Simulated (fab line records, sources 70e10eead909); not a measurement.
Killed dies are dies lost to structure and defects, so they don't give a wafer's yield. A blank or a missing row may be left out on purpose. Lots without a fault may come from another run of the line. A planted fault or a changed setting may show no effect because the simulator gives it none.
A struck lot beside a sound one | flow nand_harc | 15 steps out of a route of 1302
Sound: wafers L892.1, L892.2, L892.6. Struck: wafers L899.1, L899.3, L899.5. The cause comes at the end.
At each step with rows: each side's tool, then ch and its chambers, then its first start. Under that, the readings that differ: sound wafers | struck wafers | difference of the means | sigmas: that difference in standard deviations of wafers without a fault.
alike: readings whose means differ by less than 2 such deviations, and words and numbers that are the same on both sides. not compared: withheld readings, readings that some wafer has no value for, bounds like >300 that may hide the same value, and numbers for which the record gives no deviation and whose values overlap.
The two part at a step that has a row with sigmas, a row that says differs or no value, or rows on one side only. Numbers that don't overlap but have no deviation are shown without sigmas and don't part them. A reading that every wafer of one side lacks parts them only if that side has two wafers or more.

first, 6 steps without rows for these wafers: NHARC_A_SLIT_COAT_03 (resist thk 90 nm); NHARC_A_SLIT_SOFTBAKE_04 (time 55 s); NHARC_A_SLIT_EBR_05; NHARC_A_SLIT_EXPOSE_06 (exposes mask SLIT); NHARC_A_SLIT_PEB_07 (peb time 65 s); NHARC_A_SLIT_DEVELOP_08 (develop time 35 s).
NHARC_A_SLIT_CD_MEAS_09: target cd 300 nm.
  sound on cd_sem-02 ch 0, day 22 05:54; struck on cd_sem-01 ch 0, day 25 20:29
  alike: cd_nm
NHARC_A_SLIT_OVL_MEAS_10:
  sound on overlay-01, day 22 05:59; struck on overlay-01, day 25 20:34
  alike: overlay_x_nm, overlay_y_nm
NHARC_A_SLIT_INSPECT_11:
  sound on defect_inspect-01, day 22 06:01; struck on defect_inspect-01, day 25 20:37
  alike: raw_defect_count
NHARC_A_SLIT_DESCUM_14: chemistry O2, time 3 s.
  sound on rie_diel-02 ch 0,3, day 22 06:05; struck on rie_diel-08 ch 0,1,2, day 25 20:41
  reading                         | sound          | struck         | difference | sigmas
  showerhead_plenum_p_Torr (Torr) | 1.99 2.00 2.00 | 1.78 1.82 1.81 | -0.19      | -2
  alike: drypump_motor_current_A, oes_product_au, rf_vpp_V, throttle_valve_pct
  not compared: rf_hours_counter_h
NHARC_A_SLIT_ETCH_24: etches the open film in CF4/CHF3, target depth 121 nm, time 60.5 s.
  sound on rie_diel-02 ch 0,3, day 22 06:10; struck on rie_diel-08 ch 2,3, day 25 20:46
  reading              | sound             | struck          | difference | sigmas
  cf4_flow_sccm (sccm) | 100.5 100.1 100.5 | 99.6 99.4 100.1 | -0.7       | -2
  alike: bias_w, drypump_motor_current_A, oes_product_au, rf_vpp_V, showerhead_plenum_p_Torr, throttle_valve_pct
  not compared: rf_hours_counter_h
NHARC_A_SLIT_ETCH_15: etches the open film in O2/COS, target depth 6200 nm, time 1612 s.
  sound on rie_diel-02 ch 1,2; struck on rie_diel-08 ch 2,3
  reading      | sound             | struck            | difference | sigmas
  rf_vpp_V (V) | 315.8 315.2 316.0 | 315.4 309.4 310.8 | -3.8       | -2
  alike: bias_w, chamber_pressure_mTorr, drypump_motor_current_A, oes_product_au, showerhead_plenum_p_Torr, throttle_valve_pct
  not compared: rf_hours_counter_h
NHARC_A_SLIT_ETCH_17: etches the open film in C4F8/O2/Ar, time 4254.5 s, target depth 20300 nm.
  sound on har_etch-02 ch 0,1, day 22 08:13; struck on har_etch-02 ch 0,1, day 26 00:55
  no value came back on the struck wafers for any of 6 readings (c4f8_flow_sccm (sccm), chamber_pressure_mTorr (mTorr) and others); on the sound wafers c4f8_flow_sccm (sccm) reads 83.54 83.23 83.18
  not compared: rf_hours_counter_h
NHARC_A_SLIT_ETCH_26: etches the open film in C4F8/O2/Ar, time 90 s, target depth 400 nm.
  sound on har_etch-02 ch 0,1, day 22 11:56; struck on har_etch-02 ch 0,1, day 26 04:34
  alike: bias_v, c4f8_flow_sccm, drypump_motor_current_A, showerhead_plenum_p_Torr, throttle_valve_pct
  not compared: rf_hours_counter_h
-- the record jumps here: 5 days lie between the struck wafers' starts before and after (it left off in module A_SLIT and takes up again in module END, whose first step shown is number 1302 of the route) --
NHARC_END_SORT_01:
  the record has rows for the struck wafers here (prober-02 ch 0, day 30 19:57) and none for the sound ones

WHERE THEY PART
First at NHARC_A_SLIT_DESCUM_14; last, within this record, at NHARC_END_SORT_01.

WHY: what the simulator had put in
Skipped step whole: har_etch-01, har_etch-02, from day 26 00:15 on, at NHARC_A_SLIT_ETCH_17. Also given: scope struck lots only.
